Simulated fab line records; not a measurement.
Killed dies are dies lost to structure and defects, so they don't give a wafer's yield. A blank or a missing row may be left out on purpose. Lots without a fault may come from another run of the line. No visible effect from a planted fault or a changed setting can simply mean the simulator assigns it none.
fab line records	flow n5Finfet
record lots=6	wafers=18	lastDay=17
route steps=1938 shown BEOL_M0_CUTY@706 BEOL_M0@715 BEOL_M4@1111 PASSIVATION@1936
lots that met no fault: from a run of the same line without faults
startH: start of the lot's first displayed wafer, in hours after the record's first day	waitH: hours elapsed since this lot's preceding step	" as in the row above	L1.1+2: a single row standing in for several wafers	- either no value or no given start	* or withheld: withheld	< > ~ a bound
route shown NAME@n: a module of which the file shows steps, and the number in the route of the first	usual: average and standard deviation across the fault-free wafers	same: alike in all rows	chamber/n: place in a boat	sites: readings site by site	_std_site: their standard deviation	_edge_site: inner sites' mean taken away from outer sites' mean	radiusMm: for every site, how far away it sits from the centre of the wafer	mask NAME#n: copy n	behind: the tool/chamber that last shaped the wafer	hold: cause of the lot's hold/its duration in hours/its outcome	device: whichever transistor did not switch (one of n, p or np)	end of line: the same wafers' tests at the end of the route	a step given without rows: its recipe and nothing more	killed: count of dies lost to structure and defects at first sort (not the wafer's yield)	map: the dies of a wafer, with x for killed, . for not killed, _ for no die there
set.NAME: the setting the step ran with; set.NAME@STEP: the setting that earlier step ran with	model.NAME: the simulator's own value behind a step, which no gauge read
lots seen at some steps along the route; tables by step, rows by wafer
services: a tool's chamber out of use, with start hour (startH, from the record's first day; less than 0 if before it), hours out, and reason
## steps
# step N5_BEOL_M0_CUTY_PEB_55
# recipe pebTempC=110	pebTimeS=60	resist=CAR-ArF-block
# step N5_BEOL_M0_CUTY_DEVELOP_56
# recipe developTimeS=30	developer=TMAH	resist=CAR-ArF-block	rinseLiquid=diw	dry=airSpin	devTempC=23
# step N5_BEOL_M0_CUTY_CD_MEAS_57
# recipe targetCdNm=200	landingEnergyEv=500	detector=seInlens	polarity=line
# usual cdNm=199.6/0.73
# same landingEnergyEv=500
lot.wafer	tool	chamber	startH	waitH	cdNm
L293.2	cdSem-01	0	113.02	-	200.4
L293.3	"	0	"	"	199.9
L293.4	"	0	"	"	199.2
L296.3	cdSem-02	0	130.33	-	199.4
L296.4	"	0	"	"	199.7
L296.5	"	0	"	"	199.6
L303.3	cdSem-02	0	170.53	-	198.5
L303.5	"	0	"	"	197.7
L303.6	"	0	"	"	198.5
L309.3	cdSem-01	0	219.29	-	200.1
L309.4	"	0	"	"	199.0
L309.6	"	0	"	"	198.3
L310.1	cdSem-02	0	222.97	-	199.9
L310.2	"	0	"	"	200.1
L310.5	"	0	"	"	198.9
L316.1	cdSem-03	0	251.17	-	200.6
L316.2	"	0	"	"	200.4
L316.5	"	0	"	"	199.4
# step N5_BEOL_M0_CUTY_OVL_MEAS_58
# recipe pointsPerWafer=44
# usual M0_ABLK_OVL=0.0/0.82
lot.wafer	tool	chamber	startH	waitH	M0_ABLK_OVL[nm]
L293.2	overlay-02	0	113.05	0.0	0.2
L293.3	"	0	"	"	0.3
L293.4	"	0	"	"	0.1
L296.3	overlay-02	0	130.36	0.0	0.5
L296.4	"	0	"	"	-0.2
L296.5	"	0	"	"	-0.7
L303.3	overlay-02	0	170.55	0.0	-1.3
L303.5	"	0	"	"	-1.4
L303.6	"	0	"	"	-0.7
L309.3	overlay-01	0	219.32	0.0	1.6
L309.4	"	0	"	"	0.6
L309.6	"	0	"	"	1.5
L310.1	overlay-01	0	223.00	0.0	0.1
L310.2	"	0	"	"	1.2
L310.5	"	0	"	"	-0.1
L316.1	overlay-01	0	251.20	0.0	-0.7
L316.2	"	0	"	"	0.3
L316.5	"	0	"	"	-0.9
# step N5_BEOL_M0_CUTY_INSPECT_59
# recipe mode=adi	inspectInstrument=macro
# usual rawDefectCount=2.1/1.4
lot.wafer	tool	chamber	startH	waitH	rawDefectCount
L293.2	defectInspect-01	-	113.08	0.0	3
L293.3	"	-	"	"	2
L293.4	"	-	"	"	3
L296.3	defectInspect-01	-	130.38	0.0	2
L296.4	"	-	"	"	5
L296.5	"	-	"	"	2
L303.3	defectInspect-01	-	170.58	0.0	1
L303.5	"	-	"	"	1
L303.6	"	-	"	"	4
L309.3	defectInspect-01	-	219.35	0.0	3
L309.4	"	-	"	"	4
L309.6	"	-	"	"	2
L310.1	defectInspect-02	-	223.02	0.0	3
L310.2	"	-	"	"	5
L310.5	"	-	"	"	2
L316.1	defectInspect-01	-	251.22	0.0	1
L316.2	"	-	"	"	1
L316.5	"	-	"	"	1
# step N5_BEOL_M0_CUTY_DESCUM_61
# recipe chemistry=O2	timeS=7.9	sourcePowerW=50	biasPowerW=20	pressureMtorr=20	rfFrequencyHz=2.712e+07	tempC=40	resist=CAR-ArF-block	o2FlowSccm=225
# usual biasPowerW=19.99/0.063	chamberPressureMTorr=20.003/0.019	drypumpMotorCurrentA=5.5/0.43	o2FlowSccm=225.0/0.66	oesProductAu=0.81/0.095	rfVppV=243.2/1.2	showerheadPlenumPTorr=2.10/0.068	throttleValvePct=20.56/0.26
lot.wafer	tool	chamber	startH	waitH	biasPowerW	chamberPressureMTorr	drypumpMotorCurrentA	o2FlowSccm	oesProductAu	rfHoursCounterH	rfVppV	showerheadPlenumPTorr	throttleValvePct
L293.2	rieDiel-02	2	113.33	0.3	20.06	19.995	5.0	225.5	0.73	154	242.0	2.00	20.74
L293.3	"	3	"	"	19.96	20.004	5.0	225.3	0.75	136	244.0	2.11	20.46
L293.4	"	0	"	"	19.94	20.032	5.6	225.4	0.76	152	243.0	2.10	20.75
L296.3	rieDiel-01	1	130.42	0.0	19.98	20.024	6.1	225.2	0.79	96	241.7	2.02	20.64
L296.4	"	3	"	"	19.91	20.008	6.2	223.9	0.84	-	245.6	2.22	20.84
L296.5	"	2	"	"	19.88	19.994	5.6	225.1	0.97	-	243.8	2.24	20.00
L303.3	rieDiel-02	2	170.61	0.0	19.97	20.011	5.0	225.6	0.72	176	241.4	2.00	20.77
L303.5	"	0	"	"	19.96	19.970	5.6	224.0	0.76	-	242.1	2.09	20.77
L303.6	"	1	"	"	20.00	20.011	5.4	224.7	0.93	-	240.6	2.05	20.16
L309.3	rieDiel-01	2	219.38	0.0	19.98	20.007	5.6	224.4	0.89	41	245.4	2.23	20.07
L309.4	"	3	"	"	20.01	20.021	6.2	225.2	0.81	112	244.1	2.20	20.88
L309.6	"	2	"	"	19.99	20.009	5.6	223.8	0.89	-	245.0	2.23	20.05
L310.1	rieDiel-04	1	223.69	0.7	20.07	19.999	4.7	224.3	0.68	248	243.5	2.05	20.62
L310.2	"	2	"	"	20.17	20.021	5.6	225.5	0.90	35	245.4	2.14	20.72
L310.5	"	0	"	"	20.00	20.021	5.5	225.5	0.88	-	244.1	2.12	20.54
L316.1	rieDiel-02	0	251.26	0.0	20.12	19.969	5.6	224.4	0.73	199	242.3	2.09	20.81
L316.2	"	3	"	"	19.97	19.986	4.9	225.5	0.72	185	241.9	2.09	20.53
L316.5	"	3	"	"	20.06	20.018	4.9	224.2	0.72	-	242.9	2.09	20.54
# step N5_BEOL_M0_CUTY_ETCH_62
# recipe chemistry=CF4	target=SiARC	maskMaterial=CAR-ArF-block	timeS=58.5	ionEnergyEv=80	pressureMtorr=40	sourceW=545	biasW=36	Ar_flow_sccm=100	cf4FlowSccm=100	ends=cleared
# usual chamberPressureMTorr=40.00/0.037	drypumpMotorCurrentA=5.5/0.43	etchRfOnTimeS=58.1/0.94	oesProductAu=0.70/0.081	rfVppV=184.1/1.2	showerheadPlenumPTorr=2.15/0.061	throttleValvePct=15.70/0.25
lot.wafer	tool	chamber	startH	waitH	chamberPressureMTorr	drypumpMotorCurrentA	etchRfOnTimeS	oesProductAu	rfHoursCounterH	rfVppV	showerheadPlenumPTorr	throttleValvePct
L293.2	rieDiel-02	2	113.37	0.0	40.09	5.0	58.8	0.63	154	183.6	2.06	15.90
L293.3	"	3	"	"	40.00	4.9	58.8	0.64	136	183.8	2.15	15.61
L293.4	"	0	"	"	40.03	5.6	59.0	0.65	152	184.4	2.14	15.87
L296.3	rieDiel-01	1	130.45	0.0	40.06	6.1	57.4	0.69	96	182.3	2.08	15.82
L296.4	"	3	"	"	40.01	6.2	57.1	0.72	-	184.0	2.25	15.86
L296.5	"	2	"	"	40.01	5.6	58.1	0.82	-	185.7	2.27	15.12
L303.3	rieDiel-02	2	170.65	0.0	40.02	5.0	58.4	0.62	177	183.5	2.05	15.93
L303.5	"	0	"	"	39.98	5.6	59.0	0.64	-	183.0	2.14	15.90
L303.6	"	1	"	"	40.05	5.3	58.6	0.79	-	184.0	2.10	15.34
L309.3	rieDiel-01	2	219.41	0.0	39.99	5.6	58.0	0.75	41	185.6	2.26	15.19
L309.4	"	3	"	"	40.04	6.2	57.3	0.69	112	185.1	2.23	15.94
L309.6	"	2	"	"	39.97	5.6	57.7	0.76	-	185.1	2.26	15.17
L310.1	rieDiel-04	1	223.72	0.0	39.92	4.7	59.3	0.58	248	183.2	2.11	15.95
L310.2	"	2	"	"	40.01	5.7	57.8	0.76	35	184.0	2.18	15.76
L310.5	"	0	"	"	40.01	5.5	56.4	0.77	-	184.2	2.18	15.70
L316.1	rieDiel-02	0	251.30	0.0	39.97	5.6	60.1	0.62	199	183.1	2.13	15.97
L316.2	"	3	"	"	39.99	5.0	59.3	0.62	185	184.1	2.14	15.71
L316.5	"	3	"	"	39.98	4.9	59.3	0.61	-	185.9	2.14	15.70
# step N5_BEOL_M0_CUTY_ETCH_63
# recipe chemistry=N2/H2	target=SOC	targetDepthA=827	overetchA=165	maskMaterial=SiARC	tempC=40	ionEnergyEv=200	timeS=124	pressureMtorr=30	sourceW=840	biasW=150	n2FlowSccm=200	h2FlowSccm=200
# usual chamberPressureMTorr=30.004/0.028	drypumpMotorCurrentA=5.5/0.43	oesProductAu=0.67/0.073	rfVppV=524.1/2.3	showerheadPlenumPTorr=2.55/0.081	throttleValvePct=17.89/0.28
lot.wafer	tool	chamber	startH	waitH	chamberPressureMTorr	drypumpMotorCurrentA	oesProductAu	rfHoursCounterH	rfVppV	showerheadPlenumPTorr	throttleValvePct
L293.2	rieDiel-02	2	113.42	0.0	30.007	5.1	0.60	155	520.7	2.44	18.10
L293.3	"	3	"	"	29.961	4.9	0.62	136	522.7	2.55	17.87
L293.4	"	0	"	"	29.995	5.6	0.63	153	523.9	2.53	17.95
L296.3	rieDiel-01	1	130.50	0.0	30.030	6.1	0.64	96	522.2	2.46	18.00
L296.4	"	3	"	"	30.028	6.3	0.68	-	527.6	2.68	18.23
L296.5	"	2	"	"	30.031	5.6	0.79	-	529.0	2.71	17.26
L303.3	rieDiel-02	2	170.69	0.0	30.035	5.0	0.59	177	521.6	2.43	18.14
L303.5	"	0	"	"	30.035	5.6	0.61	-	523.8	2.52	17.97
L303.6	"	1	"	"	29.982	5.3	0.75	-	522.8	2.49	17.42
L309.3	rieDiel-01	2	219.46	0.0	29.976	5.6	0.73	41	528.8	2.69	17.33
L309.4	"	3	"	"	30.002	6.2	0.65	112	528.7	2.67	18.28
L309.6	"	2	"	"	29.991	5.6	0.73	-	526.8	2.69	17.33
L310.1	rieDiel-04	1	223.77	0.0	30.003	4.7	0.56	248	524.1	2.49	17.94
L310.2	"	2	"	"	29.987	5.6	0.72	35	525.1	2.60	18.20
L310.5	"	0	"	"	30.057	5.5	0.71	-	526.0	2.58	17.92
L316.1	rieDiel-02	0	251.35	0.0	30.019	5.6	0.60	199	524.0	2.51	18.04
L316.2	"	3	"	"	29.980	5.0	0.59	185	522.6	2.53	17.96
L316.5	"	3	"	"	30.003	4.9	0.59	-	525.3	2.53	17.94
# step N5_BEOL_M0_CUTY_STRIP_64
# recipe chemistry=N2/H2	tempC=40	n2FlowSccm=200	h2FlowSccm=200	rfFrequencyHz=6e+07
# step N5_BEOL_M0_ETCH_138
# recipe chemistry=CH3F/O2	targetDepthA=120	target=SiCN	timeS=31.6	ionEnergyEv=120	pressureMtorr=30	sourceW=395	biasW=75	Ar_flow_sccm=150	CH3F_flow_sccm=30	O2_flow_sccm=20	ends=cleared
# step N5_BEOL_M0_HM_OPEN_105
# recipe chemistry=Cl2/BCl3	targetDepthA=120	target=TiN	ionEnergyEv=150	pressureMtorr=10	icpW=1000	biasW=126	Cl2_flow_sccm=53.25	bcl3FlowSccm=21.75	Ar_flow_sccm=25
# usual chamberPressureMTorr=10.001/0.0097	drypumpMotorCurrentA=6.0/0.47	oesProductAu=0.81/0.085	throttleValvePct=21.94/0.17
lot.wafer	tool	chamber	startH	waitH	chamberPressureMTorr	drypumpMotorCurrentA	oesProductAu	rfHoursCounterH	throttleValvePct
L293.2	rieMetal-03	1	113.66	0.1	10.003	5.3	0.58	139	22.48
L293.3	"	1	"	"	9.997	5.3	0.58	-	22.50
L293.4	"	0	"	"	9.994	6.2	0.79	-	21.85
L296.3	rieMetal-03	0	131.83	1.2	9.993	6.2	0.78	-	21.85
L296.4	"	0	"	"	9.997	6.2	0.78	-	21.87
L296.5	"	0	"	"	9.998	6.2	0.79	-	21.86
L303.3	rieMetal-01	1	173.34	2.5	9.993	5.6	0.81	-	21.92
L303.5	"	1	"	"	9.997	5.6	0.81	-	21.93
L303.6	"	1	"	"	9.998	5.6	0.81	-	21.91
L309.3	rieMetal-03	0	219.73	0.1	10.005	6.2	0.76	-	21.88
L309.4	"	1	"	"	9.989	5.3	0.93	-	22.03
L309.6	"	1	"	"	9.998	5.3	0.93	-	22.02
L310.1	rieMetal-02	1	226.89	3.0	10.017	6.5	0.81	45	21.58
L310.2	"	0	"	"	10.004	6.6	0.80	40	22.12
L310.5	"	1	"	"	10.004	6.5	0.80	-	21.60
L316.1	rieMetal-03	1	254.41	2.9	9.999	5.3	0.90	10	22.04
L316.2	"	0	"	"	10.002	6.2	0.75	46	21.88
L316.5	"	1	"	"	10.007	5.3	0.91	-	22.03
# step N5_BEOL_M0_STRIP_140
# recipe chemistry=CF4	resist=SiARC	powerW=300	biasPowerW=75	pressureMtorr=50	cf4FlowSccm=150	rfFrequencyHz=6e+07
# usual biasPowerW=75.02/0.22	cf4FlowSccm=149.9/0.47	chamberPressureMTorr=49.99/0.062	drypumpMotorCurrentA=5.6/0.44	oesProductAu=0.81/0.082	rfVppV=271.5/1.8	showerheadPlenumPTorr=1.81/0.057	throttleValvePct=13.65/0.27
lot.wafer	tool	chamber	startH	waitH	biasPowerW	cf4FlowSccm	chamberPressureMTorr	drypumpMotorCurrentA	oesProductAu	rfHoursCounterH	rfVppV	showerheadPlenumPTorr	throttleValvePct
L293.2	rieDiel-02	0	113.88	0.2	75.00	150.3	49.98	5.6	0.77	153	271.5	1.79	13.83
L293.3	"	2	"	"	74.97	149.8	49.93	5.0	0.72	155	268.1	1.72	13.86
L293.4	"	3	"	"	75.12	149.3	49.98	4.9	0.76	136	271.4	1.80	13.60
L296.3	rieDiel-02	2	132.05	0.2	75.17	150.0	50.02	5.0	0.73	163	271.4	1.72	13.85
L296.4	"	3	"	"	75.01	150.3	50.00	4.9	0.75	-	271.5	1.80	13.61
L296.5	"	0	"	"	75.35	149.6	49.99	5.6	0.76	-	272.1	1.79	13.85
L303.3	rieDiel-01	2	173.63	0.2	75.02	149.8	49.94	5.6	0.91	24	274.0	1.90	13.14
L303.5	"	3	"	"	74.72	149.6	49.97	6.2	0.81	-	273.1	1.87	13.82
L303.6	"	2	"	"	75.07	149.7	50.04	5.6	0.91	-	276.8	1.90	13.12
L309.3	rieDiel-04	2	219.88	0.1	75.27	150.8	50.00	5.6	0.87	33	270.4	1.83	13.69
L309.4	"	0	"	"	75.11	149.2	49.94	5.5	0.85	47	272.1	1.82	13.61
L309.6	"	1	"	"	74.97	149.8	49.95	4.8	0.68	-	267.9	1.78	13.98
L310.1	rieDiel-01	1	227.06	0.1	74.82	150.3	50.04	6.0	0.74	134	267.9	1.74	13.88
L310.2	"	0	"	"	74.81	150.3	49.94	6.0	0.92	27	273.0	1.83	13.38
L310.5	"	1	"	"	74.83	150.1	49.91	6.1	0.75	-	270.3	1.74	13.88
L316.1	rieDiel-02	1	254.58	0.1	74.81	150.5	50.01	5.3	0.85	40	270.0	1.75	13.35
L316.2	"	2	"	"	75.56	149.8	50.04	5.0	0.69	204	270.8	1.70	13.94
L316.5	"	0	"	"	74.99	149.0	50.03	5.6	0.73	-	270.1	1.78	13.96
# step N5_BEOL_M0_STRIP_104
# recipe chemistry=N2/H2	powerW=450	tempC=40	pressureMtorr=20	rfFrequencyHz=6e+07	overashFraction=0.3	biasPowerW=7	h2Frac=0.5	n2FlowSccm=200	h2FlowSccm=200
# usual biasPowerW=6.996/0.022	chamberPressureMTorr=19.99/0.044	drypumpMotorCurrentA=5.6/0.44	oesProductAu=0.82/0.088	rfVppV=59.2/1.7	showerheadPlenumPTorr=2.56/0.09	throttleValvePct=23.7/0.39
lot.wafer	tool	chamber	startH	waitH	biasPowerW	chamberPressureMTorr	drypumpMotorCurrentA	oesProductAu	rfHoursCounterH	rfVppV	showerheadPlenumPTorr	throttleValvePct	model.SOC_of_BEOL_M0_SAQP_COAT_69.thkNm
L293.2	rieDiel-02	0	113.90	0.0	7.018	19.97	5.6	0.77	153	56.2	2.53	23.6	0
L293.3	"	2	"	"	6.990	20.03	5.0	0.73	155	60.4	2.43	23.9	0
L293.4	"	3	"	"	6.988	19.96	4.9	0.76	136	61.1	2.55	23.8	0
L296.3	rieDiel-02	2	132.07	0.0	7.017	19.98	5.0	0.73	163	58.8	2.43	23.9	0
L296.4	"	3	"	"	6.979	20.07	4.9	0.74	-	59.8	2.54	23.8	0
L296.5	"	0	"	"	6.950	20.01	5.6	0.76	-	58.8	2.52	23.6	0
L303.3	rieDiel-01	2	173.65	0.0	6.977	20.02	5.6	0.92	24	62.2	2.70	23.1	0
L303.5	"	3	"	"	7.001	20.05	6.2	0.83	-	61.4	2.67	24.2	0
L303.6	"	2	"	"	7.006	19.92	5.6	0.92	-	60.0	2.70	23.1	0
L309.3	rieDiel-04	2	219.90	0.0	-	-	-	-	-	-	-	-	70.4
L309.4	"	0	"	"	-	-	-	-	-	-	-	-	71
L309.6	"	1	"	"	-	-	-	-	-	-	-	-	70.6
L310.1	rieDiel-01	1	227.08	0.0	-	-	-	-	-	-	-	-	70.8
L310.2	"	0	"	"	-	-	-	-	-	-	-	-	70.6
L310.5	"	1	"	"	-	-	-	-	-	-	-	-	70.4
L316.1	rieDiel-02	1	254.60	0.0	7.004	20.02	5.4	0.88	40	58.4	2.47	23.2	0
L316.2	"	2	"	"	6.958	19.97	5.0	0.70	204	60.7	2.41	24.0	0
L316.5	"	0	"	"	6.954	19.95	5.7	0.73	-	59.6	2.51	23.7	0
# step N5_BEOL_M0_WET_ETCH_106
# recipe chemistry=DHF	dilution=10:1	tempC=25	target=SiO2	targetDepthA=1300	dry=ipaMarangoni	rinseTimeS=30	rinseTempC=23
# step N5_BEOL_M4_RC_MEAS_101
# usual DIBL_N=36.4/1.5	DIBL_P=36.4/1.6	IOFF_N=0.164/0.025	IOFF_P=0.214/0.028	ION_N=675/9.9	ION_P=463/6.5	SS_N=71.5/0.5	SS_P=73.3/0.56	VT_N=249.2/2.7	VT_P=-250.1/2.8
lot.wafer	tool	chamber	startH	waitH	DIBL_N[mV/V]	DIBL_P[mV/V]	IOFF_N[nA/um]	IOFF_P[nA/um]	ION_N[uA/um]	ION_P[uA/um]	SS_N[mV/dec]	SS_P[mV/dec]	VT_N[mV]	VT_P[mV]
L293.2	prober-02	0	164.35	0.2	36.9	36.0	0.149	0.180	663	449	71.6	73.3	247.9	-254.4
L293.3	"	0	"	"	37.6	36.7	0.156	0.191	674	452	71.2	73.5	250.3	-252.5
L293.4	"	0	"	"	37.0	36.4	0.146	0.184	677	463	71.7	72.6	250.0	-253.9
L296.3	prober-01	0	183.43	0.3	35.2	35.7	0.130	0.164	668	452	70.5	73.0	251.5	-254.6
L296.4	"	0	"	"	35.9	36.6	0.140	0.174	663	452	71.6	74.0	250.7	-256.3
L296.5	"	0	"	"	35.7	36.2	0.139	0.167	669	456	71.7	73.3	251.8	-257.6
L303.3	prober-01	0	219.35	0.3	35.4	34.2	0.152	0.212	679	465	70.9	71.7	248.8	-251.6
L303.5	"	0	"	"	36.4	35.0	0.157	0.233	678	466	70.7	72.6	248.4	-246.0
L303.6	"	0	"	"	37.0	35.8	0.178	0.234	669	460	71.8	73.2	246.1	-248.0
L309.3	prober-02	0	270.10	0.7	34.1	33.4	0.139	0.180	680	469	70.3	73.1	249.9	-253.1
L309.4	"	0	"	"	36.8	36.7	0.181	0.211	686	466	70.4	73.2	247.8	-249.4
L309.6	"	0	"	"	35.2	35.4	0.157	0.195	676	469	70.7	72.9	247.9	-250.3
L310.1	prober-01	0	272.10	0.0	37.8	38.1	0.212	0.231	678	459	72.9	74.0	246.6	-248.4
L310.2	"	0	"	"	36.8	37.4	0.203	0.221	691	466	71.4	73.9	245.9	-249.4
L310.5	"	0	"	"	37.0	37.6	0.202	0.234	701	473	71.6	73.8	242.3	-246.5
L316.1	prober-02	0	303.08	0.0	37.1	35.9	0.165	0.203	675	460	71.3	73.4	249.8	-249.2
L316.2	"	0	"	"	38.6	37.3	0.201	0.237	685	466	71.6	74.3	247.9	-247.4
L316.5	"	0	"	"	36.7	35.5	0.166	0.198	673	454	71.4	73.5	246.7	-250.3
# step N5_PASSIVATION_PROBE_49
# usual defectLimitedYield=91.1/1.4	killed_at_M0_to_M3=35/8.7	killed_at_M4_up=14/5.3	killedAtContacts=12/6.2	killedAtFrontEnd=41/12	killedAtOther=3.4/2.6	killedDies=105/16	killedOpen=67/13	killedShort=36/7.3	sort_bin_5_function=5.2/0.96	sort_bin_6_memory=3.3/0.6	sortNPass=1075/16	sortYieldPct=91.1/1.4
# same grossDies=1180	killedAtBackSide=0	sort_bin_4_leakage[%]=0	sort_bin_8_speed[%]=0
lot.wafer	tool	chamber	startH	waitH	defectLimitedYield[%]	killed_at_M0_to_M3	killed_at_M4_up	killedAtContacts	killedAtFrontEnd	killedAtOther	killedDies	killedOpen	killedShort	sort_bin_5_function[%]	sort_bin_6_memory[%]	sortNPass	sortYieldPct[%]
L293.2	prober-01	-	267.37	0.1	92.7	43	12	8	18	5	86	54	32	4.2	3.0	1094	92.7
L293.3	prober-01	-	267.42	0.1	91.1	31	20	14	39	1	105	73	31	4.5	4.2	1075	91.1
L293.4	prober-01	-	267.47	0.2	91.1	49	12	11	30	3	105	65	38	5.3	3.1	1075	91.1
L296.3	prober-02	-	279.08	0.1	90.5	42	11	14	41	4	112	63	46	5.8	3.3	1068	90.5
L296.4	prober-02	-	279.13	0.2	90.8	15	23	16	51	4	109	76	30	5.4	3.4	1071	90.8
L296.5	prober-02	-	279.18	0.2	91.4	21	10	25	42	4	102	72	30	4.6	3.7	1078	91.4
L309.3	prober-02	-	365.01	0.1	91.7	33	7	15	39	4	98	69	28	4.8	3.0	1082	91.7
# killed by level:class
L293.2 BEOL_M0_SAQP:geometricParticle:short=11 MOL_CONTACT_COAG:geometricParticle:open=6 BEOL_M2:geometricParticle:open=6 BEOL_M3:geometricParticle:open=6 SPACER0:geometricParticle:short=5 BEOL_M0_SAQP:geometricParticle:open=5 BEOL_M1:geometricParticle:open=5 BEOL_M4:geometricParticle:open=5
L293.3 MOL_CONTACT_COAG:geometricParticle:open=12 BEOL_M0_SAQP:geometricParticle:open=9 BEOL_M0_SAQP:geometricParticle:short=8 BEOL_M4:geometricParticle:open=8 FIN_SAQP:geometricParticle:short=5 DUMMY_GATE:geometricParticle:open=5 BEOL_M2:geometricParticle:open=5 STI_FIN_REVEAL:geometricParticle:open=4
L293.4 BEOL_M2:geometricParticle:open=12 BEOL_M0_SAQP:geometricParticle:short=11 BEOL_M0_SAQP:geometricParticle:open=9 MOL_CONTACT_COAG:geometricParticle:open=7 FIN_SAQP:geometricParticle:open=6 FIN_SAQP:geometricParticle:short=6 BEOL_M0:geometricParticle:open=5 BEOL_M1:geometricParticle:open=5
L296.3 BEOL_M1:geometricParticle:open=11 BEOL_M0_SAQP:geometricParticle:short=10 STI_FIN_REVEAL:geometricParticle:open=9 BEOL_M3:geometricParticle:open=7 MOL_CONTACT_COAG:geometricParticle:open=7 MOL_CONTACT_COAG:geometricParticle:short=7 FIN_SAQP:geometricParticle:short=6 BEOL_M2:geometricParticle:open=5
L296.4 STI_FIN_REVEAL:geometricParticle:open=17 MOL_CONTACT_COAG:geometricParticle:open=15 BEOL_M3:geometricParticle:open=9 DUMMY_GATE:geometricParticle:open=8 STI_FIN_REVEAL:geometricParticle:short=6 BEOL_M4:geometricParticle:open=6 BEOL_M8:geometricParticle:open=5 FIN_SAQP:geometricParticle:short=4
L296.5 MOL_CONTACT_COAG:geometricParticle:open=20 FIN_SAQP:geometricParticle:open=12 FIN_SAQP:geometricParticle:short=12 BEOL_M2:geometricParticle:open=7 STI_FIN_REVEAL:geometricParticle:open=5 MOL_CONTACT_COAG:geometricParticle:short=5 BEOL_M0_SAQP:geometricParticle:short=4 BEOL_M4:geometricParticle:open=4
L309.3 FIN_SAQP:geometricParticle:open=13 MOL_CONTACT_COAG:geometricParticle:open=12 FIN_SAQP:geometricParticle:short=9 BEOL_M1:geometricParticle:open=9 BEOL_M0_SAQP:geometricParticle:open=7 BEOL_M3:geometricParticle:open=7 STI_FIN_REVEAL:geometricParticle:open=6 DUMMY_GATE:geometricParticle:open=3
## services
tool	chamber	startH	hours	kind
rieMetal-02	1	89.67	8.2	repair
rieDiel-01	2	95.82	-	clean
rieDiel-01	2	95.82	-	consumableReplace:focusRing
rieDiel-01	2	95.82	-	consumableReplace:showerhead
rieDiel-01	2	95.82	15.9	scheduledDown
rieDiel-01	2	95.82	15.9	ventCycle
rieDiel-01	1	105.60	1.4	repair
rieDiel-02	1	119.95	-	clean
rieDiel-02	1	119.95	-	consumableReplace:focusRing
rieDiel-02	1	119.95	15.3	scheduledDown
rieDiel-02	1	119.95	15.3	ventCycle
rieDiel-04	1	120.61	9.8	repair
rieMetal-02	0	123.42	13.7	repair
rieDiel-01	0	125.47	-	clean
rieDiel-01	0	125.47	-	consumableReplace:focusRing
rieDiel-01	0	125.47	24.0	scheduledDown
rieDiel-01	0	125.47	24.0	ventCycle
rieMetal-02	-	128.87	2.8	pm
rieMetal-02	-	132.12	2.2	repair
rieMetal-01	0	139.66	5.8	repair
rieMetal-01	0	145.57	27.8	repair
rieMetal-01	-	151.98	1.0	repair
rieDiel-02	0	180.49	4.4	repair
rieDiel-02	-	220.78	2.3	repair
## key
firstSign step=N5_BEOL_M0_STRIP_104	reading=toolRecord	direction=missing
effect none on later readings
modelEffect step=N5_BEOL_M0_STRIP_104	value=SOC_of_BEOL_M0_SAQP_COAT_69.thkNm	without=0	struck=70.63
metAt N5_BEOL_M0_STRIP_104
struckWafers L309.3,L309.4,L309.6,L310.1,L310.2,L310.5
onsetBetween 173.65 219.90
fault kind=skippedStepWhole	tool=rieDiel-01,rieDiel-04	chamber=-	onsetH=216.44	steps=N5_BEOL_M0_STRIP_104	scope=struckLotsOnly
